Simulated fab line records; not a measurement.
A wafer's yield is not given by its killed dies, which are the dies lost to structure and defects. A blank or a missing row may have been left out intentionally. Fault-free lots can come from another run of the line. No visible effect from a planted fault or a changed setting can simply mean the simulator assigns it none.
A struck lot beside a sound one / flow n5-finfet / 38 steps out of a route of 1938
Sound: the wafers L494.2, L494.3, L494.4. Struck: wafer L506.3; the same lot's L506.2 was not struck, so it is left out; see the end for the cause.
At each step with rows: each side's tool, then ch and its chambers, then its first start. Under that, the readings that differ: sound wafers / struck wafers / difference of the means / sigmas: that difference in standard deviations of wafers without a fault.
alike: readings with means less than 2 such deviations apart, plus words and numbers identical on both sides. not compared: withheld readings, readings lacking a value on some wafer, bounds such as >300 that could conceal the same value, and numbers that have no deviation in the record and whose values overlap.
The two part at a step that has a row with sigmas, a row that says differs or no value, or rows on one side only. Numbers that don't overlap but have no deviation are shown without sigmas and don't part them. A reading that every wafer of one side lacks parts them only if that side has two wafers or more.

first, 9 steps without rows for these wafers: N5_FIN_SAQP_PRECLEAN_42 (cleans in O3/DIW, time 60 s); N5_FIN_SAQP_PRECLEAN_00 (cleans in SC1, time 60 s); N5_FIN_SAQP_PRECLEAN_44 (cleans in SC2, time 45 s); N5_FIN_SAQP_SRD_01 (time 30 s); N5_FIN_SAQP_ALD_61 (deposits SiO2, target thk 4 nm, pulse time 1 s, purge time 2 s); N5_FIN_SAQP_DENSIFY_62 (time 60 s); N5_FIN_SAQP_HM_DEP_03 (deposits SiNx from SiH4/NH3/N2, target thk 38 nm, time 33.6 s); N5_FIN_SAQP_PECVD_47 (deposits a-Si from SiH4/He, target thk 45 nm, time 36.3 s); N5_FIN_SAQP_PECVD_48 (deposits SiNx from SiH4/NH3/N2, target thk 25 nm, time 22.1 s).
N5_FIN_SAQP_PECVD_06: deposits a-Si from SiH4/He, target thk 60 nm, time 48.1 s.
  sound on pecvd-02 ch 0,1, day 3 01:26; struck on pecvd-02 ch 2, day 5 21:05
reading=model.a-Si_of_FIN_SAQP_PECVD_06.thk-nm (nm); sound=59.49 61.41 60.57; struck=99.23; difference=+38.74; sigmas=
  alike: heater-power-w, showerhead-plenum-p-Torr, throttle-valve-pct
N5_FIN_SAQP_THK_MEAS_07:
  sound on film-metro-02 at day 3 01:34; struck on film-metro-01 at day 5 21:11
reading=thk-nm (nm); sound=59.5 61.4 60.6; struck=99.3; difference=+38.8; sigmas=+48
then, 15 steps without rows for these wafers: N5_FIN_SAQP_HM_DEP_72 (deposits SiO2 from SiH4/N2O, target thk 12 nm, time 7.2 s); N5_FIN_SAQP_COAT_49 (time 60 s, resist thk 100 nm); N5_FIN_SAQP_COAT_50 (time 60 s, resist thk 35 nm); N5_FIN_SAQP_COAT_10 (resist thk 90 nm); N5_FIN_SAQP_EBR_12; N5_FIN_SAQP_SOFTBAKE_11 (time 60 s); N5_FIN_SAQP_EXPOSE_13 (exposes mask FIN CORE, target cd 35.6 nm); N5_FIN_SAQP_PEB_14 (peb time 60 s); N5_FIN_SAQP_DEVELOP_15 (develop time 30 s); N5_FIN_SAQP_DESCUM_21 (chemistry O2, time 7.9 s); N5_FIN_SAQP_ETCH_51 (etches SiARC in CF4, target depth 45.5 nm, time 75.8 s); N5_FIN_SAQP_ETCH_52 (etches SOC in N2/H2, target depth 100 nm, overetch 20 nm, time 150 s); N5_FIN_SAQP_STRIP_53 (strips in N2/H2); N5_FIN_SAQP_HM_OPEN_73 (chemistry CHF3/O2, target SiO2, stops on a-Si, target depth 12 nm, time 16.8 s); N5_FIN_SAQP_STRIP_74 (strips in CHF3/O2).
N5_FIN_SAQP_MANDREL_ETCH_22: etches a-Si in HBr/Cl2, stops on SiNx, target depth 60 nm, bt time 10 s, time 30 s.
  sound on rie-si-02 ch 1,2,3, day 3 02:25; struck on rie-si-02 ch 2, day 5 22:02
reading=oes-product-au (a.u.); sound=0.752 0.782 0.771; struck=0.989; difference=+0.221; sigmas=+17
reading=model.etch.depth-nm (nm); sound=59.49 61.41 60.57; struck=90.28; difference=+29.79; sigmas=
  alike: HBr_flow_sccm, drypump-motor-current-A, throttle-valve-pct
  not compared: rf-hours-counter-h
then, 5 steps without rows for these wafers: N5_FIN_SAQP_STRIP_55 (strips in N2/H2); N5_FIN_SAQP_STRIP_23 (strips in SPM, time 750 s); N5_FIN_SAQP_SRD_66 (time 30 s); N5_FIN_SAQP_RECESS_75 (chemistry HF/NH3, target SiO2, target depth 14.4 nm, afs cycles 3, sublimation time 60 s); N5_FIN_SAQP_SPACER1_ALD_24 (deposits SiO2, target thk 20.3 nm, pulse time 1 s, purge time 2 s).
N5_FIN_SAQP_SPACER1_ETCHBACK_25: etches SiO2 in CHF3/O2, target depth 24.4 nm, time 12.2 s.
  sound on rie-diel-02 ch 0,1,2, day 3 04:25; struck on rie-diel-04 ch 0, day 5 23:35
reading=oes-product-au (a.u.); sound=0.73 0.74 0.79; struck=0.28; difference=-0.47; sigmas=-6
reading=rf-hours-counter-h (h); sound=158 186 137; struck=192; difference=+32; sigmas=
reading=model.a-Si_of_FIN_SAQP_PECVD_06.thk-nm (nm); sound=58.6 60.6 59.6; struck=98.4; difference=+38.8; sigmas=
  alike: drypump-motor-current-A, rf-vpp-V, showerhead-plenum-p-Torr, throttle-valve-pct
then, 2 steps without rows for these wafers: N5_FIN_SAQP_MANDREL1_REMOVE_56 (chemistry HBr/Cl2/O2, target a-Si, stops on SiNx, bt time 10 s); N5_FIN_SAQP_ETCH_57 (etches SiNx in CH3F/O2, target depth 32.5 nm, time 46.4 s).
N5_FIN_SAQP_INSPECT_40: inspects for defects (brightfield).
  sound on defect-inspect-01 at day 3 06:58; struck on defect-inspect-01 at day 6 02:04
reading=raw-defect-count; sound=249 143 146; struck=1875; difference=+1696; sigmas=+22
N5_BEOL_M4_RC_MEAS_101:
  the record has rows for the sound wafers here (prober-01 ch 0, day 8 22:09) and none for the struck ones
-- the record jumps here: 11 days lie between the struck wafers' starts before and after (it left off in module BEOL_M4 and takes up again in module PASSIVATION, whose first step shown is number 1936 of the route) --
N5_PASSIVATION_PROBE_49:
  sound on prober-02 at day 13 05:28; struck on prober-01 at day 16 17:43
reading=defect-limited-yield (%); sound=91.9 93.1 95.0; struck=0; difference=-93; sigmas=-62
reading=killed-at-front-end; sound=28 27 15; struck=1125; difference=+1102; sigmas=+85
reading=killed-dies; sound=95 81 59; struck=1180; difference=+1102; sigmas=+61
reading=killed-on-rim; sound=8 10 5; struck=152; difference=+144; sigmas=+33
reading=sort_bin_5_function (%); sound=5.1 3.6 2.0; struck=96.4; difference=+92.8; sigmas=+94
reading=sort-n-pass; sound=1085 1099 1121; struck=0; difference=-1102; sigmas=-61
reading=sort-yield-pct (%); sound=91.9 93.1 95.0; struck=0; difference=-93; sigmas=-62
  alike: killed_at_M0_to_M3, killed_at_M4_up, killed-at-contacts, killed-at-other, killed-open, killed-short, sort_bin_6_memory

WHERE THEY PART
Earliest at N5_FIN_SAQP_THK_MEAS_07; latest, in this record, at N5_PASSIVATION_PROBE_49.

WHY: the cause the simulator had injected
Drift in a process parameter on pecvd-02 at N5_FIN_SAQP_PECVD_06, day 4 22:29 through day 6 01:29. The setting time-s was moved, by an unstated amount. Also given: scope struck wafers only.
